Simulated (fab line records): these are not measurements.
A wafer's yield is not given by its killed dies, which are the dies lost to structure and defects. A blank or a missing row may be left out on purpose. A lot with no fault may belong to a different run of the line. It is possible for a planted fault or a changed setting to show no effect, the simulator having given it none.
A lot that was struck, set against a sound lot	flow n5Finfet	31 out of 1938 route steps
Sound: the wafers L716.1, L716.2, L716.6. Wafers L715.1, L715.4, L715.5 were the ones struck. At the end, the cause is stated.
Per side, at each step with rows, come the tool, then ch with its chambers, and then its first start. Under that, the readings that differ: sound wafers	struck wafers	difference of the means	sigmas: that difference in standard deviations of wafers without a fault.
alike: readings with means less than 2 such deviations apart, plus words and numbers identical on both sides. not compared: withheld readings, readings lacking a value on some wafer, bounds such as >300 that could conceal the same value, and numbers that have no deviation in the record and whose values overlap.
The two part at a step that has a row with sigmas, a row that says differs or no value, or rows on one side only. Numbers that have no deviation but don't overlap get no sigmas and don't part them. A reading missing from all wafers of one side parts the sides only when that side holds two or more wafers.

first, 8 steps without rows for these wafers: N5_FIN_SAQP_HM_OPEN_33 (chemistry CH3F/O2, target SiNx, target depth 49.4 nm, time 70.6 s); N5_FIN_SAQP_ETCH_34 (etches SiO2 in C4F6/O2, target depth 45 nm, time 15 s); N5_FIN_SAQP_STRIP_77 (strips in N2/H2, time 90 s); N5_FIN_SAQP_ETCH_64 (etches SiO2 in CF4, target depth 1.5 nm); N5_FIN_SAQP_FIN_ETCH_36 (etches the open film in HBr/Cl2/O2, target depth 120 nm, time 50.4 s); N5_FIN_SAQP_PRECLEAN_38 (cleans in O3/DIW, time 45 s); N5_FIN_SAQP_PRECLEAN_45 (cleans in dHF, time 10 s); N5_FIN_SAQP_SRD_39 (time 30 s).
N5_FIN_CUT_COAT_18: time 60 s, resist thk 230 nm.
  sound on lithoTrack-01 ch 0, day 7 03:37; struck on lithoTrack-05 ch 0, day 6 21:16
reading	sound	struck	difference	sigmas
heaterPowerTotalW (W)	498.8 501.4 498.7	396.9 397.0 399.0	-102.0	-60
plateTempC (C)	250.01 249.95 249.85	207.27 207.45 207.62	-42.49	-99 or more
model.SOC_of_FIN_CUT_COAT_18.thkNm (nm)	229.6 229.8 230	241.6 241.6 242	+11.9	
then, 11 steps without rows for these wafers: N5_FIN_CUT_COAT_19 (time 60 s, resist thk 20 nm); N5_FIN_CUT_COAT_29 (time 60 s, resist thk 10 nm); N5_FIN_CUT_COAT_02 (resist thk 30 nm); N5_FIN_CUT_EBR_04; N5_FIN_CUT_SOFTBAKE_03 (time 60 s); N5_FIN_CUT_EXPOSE_05 (exposes mask FIN CUT); N5_FIN_CUT_PEB_06 (peb time 60 s); N5_FIN_CUT_DEVELOP_07 (develop time 30 s); N5_FIN_CUT_DESCUM_13 (chemistry O2, time 7 s); N5_FIN_CUT_ETCH_30 (etches underlayer in N2/H2, target depth 13 nm, time 10.4 s); N5_FIN_CUT_ETCH_20 (etches SiARC in CF4, target depth 26 nm, time 43.3 s).
N5_FIN_CUT_ETCH_21: etches SOC in N2/H2, target depth 219 nm, overetch 43.8 nm, time 523.5 s.
  sound on rieDiel-01 ch 1,2,3, day 7 04:07; struck on rieDiel-05 ch 1,3, day 6 21:52
reading	sound	struck	difference	sigmas
model.etch.depthNm (nm)	229.6 229.8 229.9	227.1 227.2 227.5	-2.5	
  alike: drypumpMotorCurrentA, n2FlowSccm, oesProductAu, rfFwdPowerW, rfVppV, showerheadPlenumPTorr, throttleValvePct
  not compared: rfHoursCounterH
then, 7 steps without rows for these wafers: N5_FIN_CUT_STRIP_23 (strips in N2/H2); N5_FIN_CUT_STRIP_31 (strips in N2/H2); N5_FIN_CUT_STRIP_24 (strips in CF4); N5_FIN_CUT_CUT_ETCH_26 (etches SiNx in CH3F/O2, target depth 39 nm, time 55.7 s); N5_FIN_CUT_CUT_ETCH_27 (etches SiO2 in CHF3/O2, target depth 4 nm, overetch 2 nm, time 4.9 s); N5_FIN_CUT_PRECLEAN_35 (cleans in vHF, time 13.3 s); N5_FIN_CUT_CUT_ETCH_15 (etches Si in HBr/Cl2/O2, target depth 100 nm, bt time 10 s, time 42.4 s).
N5_FIN_CUT_CUT_ETCH_28: etches Si in HBr/Cl2/O2, target depth 6 nm, time 2.4 s.
  sound on rieSi-05 ch 0,1,3, day 7 04:43; struck on rieSi-03 ch 0,1,3, day 6 22:28
reading	sound	struck	difference	sigmas
model.SOC_of_FIN_CUT_COAT_18.thkNm (nm)	168.2 166.6 168.4	166 165.4 165.8	-2	
  alike: drypumpMotorCurrentA, mfcCl2Sccm, oesProductAu, throttleValvePct
  not compared: rfFwdPowerW, rfHoursCounterH
then, 1 step without rows for these wafers: N5_FIN_CUT_STRIP_22 (strips in N2/H2).
-- here the record skips 7 days between the struck wafers' starts before and after, leaving off in module FIN_CUT and picking up in module BEOL_M4 (first step shown: number 1111 of the route) --
N5_BEOL_M4_RC_MEAS_101:
  sound on prober-01 ch 0, day 13 01:22; struck on prober-01 ch 0, day 14 08:52
  alike: DIBL_N, DIBL_P, IOFF_N, IOFF_P, ION_N, ION_P, SS_N, SS_P, VT_N, VT_P

== WHERE THEY PART ==
N5_FIN_CUT_COAT_18 only, going by this record. Later steps at which nothing parts them and some readings are alike: N5_FIN_CUT_ETCH_21, N5_FIN_CUT_CUT_ETCH_28, N5_BEOL_M4_RC_MEAS_101.

WHY: whatever the simulator had introduced
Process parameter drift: lithoTrack-05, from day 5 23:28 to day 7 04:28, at N5_FIN_CUT_COAT_18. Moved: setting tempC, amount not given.
